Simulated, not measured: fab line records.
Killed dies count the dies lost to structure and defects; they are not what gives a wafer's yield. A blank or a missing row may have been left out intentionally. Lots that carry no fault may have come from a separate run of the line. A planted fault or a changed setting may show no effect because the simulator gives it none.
Comparing a struck lot with a sound one | flow n5Finfet | 16 steps out of a route of 1938
Sound: these wafers, L315.1, L315.2, L315.5. The struck wafers were L320.2, L320.5, L320.6. At the end, the cause is stated.
For every step that has rows: the tool of each side, followed by ch and its chambers, followed by its first start. Under that, the readings that differ: sound wafers | struck wafers | difference of the means | sigmas: that difference in standard deviations of wafers without a fault.
alike: readings with means less than 2 such deviations apart, plus words and numbers identical on both sides. not compared: withheld readings, readings lacking a value on some wafer, bounds such as >300 that could conceal the same value, and numbers that have no deviation in the record and whose values overlap.
The two part at a step that has a row with sigmas, a row that says differs or no value, or rows on one side only. When numbers do not overlap yet have no deviation, they are printed without sigmas and do not part them. A reading missing from all wafers of one side parts the sides only when that side holds two or more wafers.

first, 4 steps without rows for these wafers: N5_BEOL_M8_SOFTBAKE_06 (time 60 s); N5_BEOL_M8_EXPOSE_08 (exposes mask M8); N5_BEOL_M8_PEB_09 (peb time 60 s); N5_BEOL_M8_DEVELOP_10 (develop time 30 s).
N5_BEOL_M8_CD_MEAS_11: target cd 38.5 nm.
  sound on cdSem-03 ch 0, day 10 16:28; struck on cdSem-03 ch 0, day 12 00:30
  alike: cdNm
N5_BEOL_M8_OVL_MEAS_12:
  sound on overlay-02 ch 0, day 10 16:30; struck on overlay-01 ch 0, day 12 00:32
  alike: M8_OVL
N5_BEOL_M8_INSPECT_13: inspects for defects (brightfield).
  sound on defectInspect-02 at day 10 16:32; struck on defectInspect-01 at day 12 00:33
  alike: rawDefectCount
N5_BEOL_M8_DESCUM_16: chemistry O2, time 7.9 s.
  sound on rieDiel-05 ch 0,3, day 10 16:34; struck on rieDiel-02 ch 0,3, day 12 00:35
  alike: drypumpMotorCurrentA, oesProductAu, rfVppV, showerheadPlenumPTorr, throttleValvePct
  not compared: rfHoursCounterH
N5_BEOL_M8_ETCH_61: etches SiARC in CF4, target depth 45.5 nm, time 75.8 s.
  sound on rieDiel-05 ch 0,3, day 10 16:36; struck on rieDiel-02 ch 0,3, day 12 00:37
reading           | sound          | struck         | difference | sigmas
etchRfOnTimeS (s) | 78.2 79.0 79.8 | 74.9 75.0 73.4 | -4.6       | -2
  alike: drypumpMotorCurrentA, oesProductAu, rfVppV, showerheadPlenumPTorr, throttleValvePct
  not compared: rfHoursCounterH
N5_BEOL_M8_ETCH_62: etches SOC in N2/H2, target depth 110 nm, overetch 22 nm, time 165 s.
  sound on rieDiel-05 ch 0,3, day 10 16:39; struck on rieDiel-02 ch 0,3, day 12 00:41
  alike: drypumpMotorCurrentA, oesProductAu, rfVppV, showerheadPlenumPTorr, throttleValvePct
  not compared: rfHoursCounterH
then, 1 step without rows for these wafers: N5_BEOL_M8_STRIP_68 (strips in N2/H2).
N5_BEOL_M8_STRIP_67: strips in CF4.
  sound on rieDiel-05 ch 0,3, day 10 16:48; struck on rieDiel-02 ch 0,3, day 12 00:49
  alike: drypumpMotorCurrentA, oesProductAu, rfVppV, showerheadPlenumPTorr, throttleValvePct
  not compared: rfHoursCounterH
N5_BEOL_M8_HM_OPEN_17: chemistry Cl2/BCl3, target TiN, target depth 20 nm, overetch 6 nm.
  sound on rieMetal-02 ch 0,1, day 10 16:50; struck on rieMetal-02 ch 0,1, day 12 00:52
  no value came back on the struck wafers for any of 5 readings (bcl3FlowSccm (sccm), biasW (W) and others); on the sound wafers bcl3FlowSccm (sccm) reads 21.67 21.66 21.78
reading                                 | sound        | struck          | difference | sigmas
model.SOC_of_BEOL_M8_COAT_59.thkNm (nm) | 92 91.8 91.8 | 100 100.4 100.2 | +8         | 
  not compared: rfHoursCounterH
N5_BEOL_M8_STRIP_19: strips in O2.
  sound on rieDiel-05 ch 0,1,3, day 10 16:57; struck on rieDiel-02 ch 0,1, day 12 00:58
  alike: drypumpMotorCurrentA, oesProductAu, rfVppV, showerheadPlenumPTorr, throttleValvePct
  not compared: rfHoursCounterH
N5_BEOL_M8_CD_MEAS_18: pitch 80 nm, target cd 40 nm.
  sound on cdSem-02 at day 10 17:01; struck on cdSem-03 at day 12 01:03
reading   | sound          | struck | difference                    | sigmas
cdNm (nm) | 40.3 40.3 39.6 | - - -  | no value on the struck wafers | 
then, 1 step without rows for these wafers: N5_BEOL_M8_COAT_63 (time 60 s, resist thk 60 nm).

WHERE THEY PART
At N5_BEOL_M8_ETCH_61 first; at N5_BEOL_M8_CD_MEAS_18 last (within this record only).

WHY: the cause the simulator had injected
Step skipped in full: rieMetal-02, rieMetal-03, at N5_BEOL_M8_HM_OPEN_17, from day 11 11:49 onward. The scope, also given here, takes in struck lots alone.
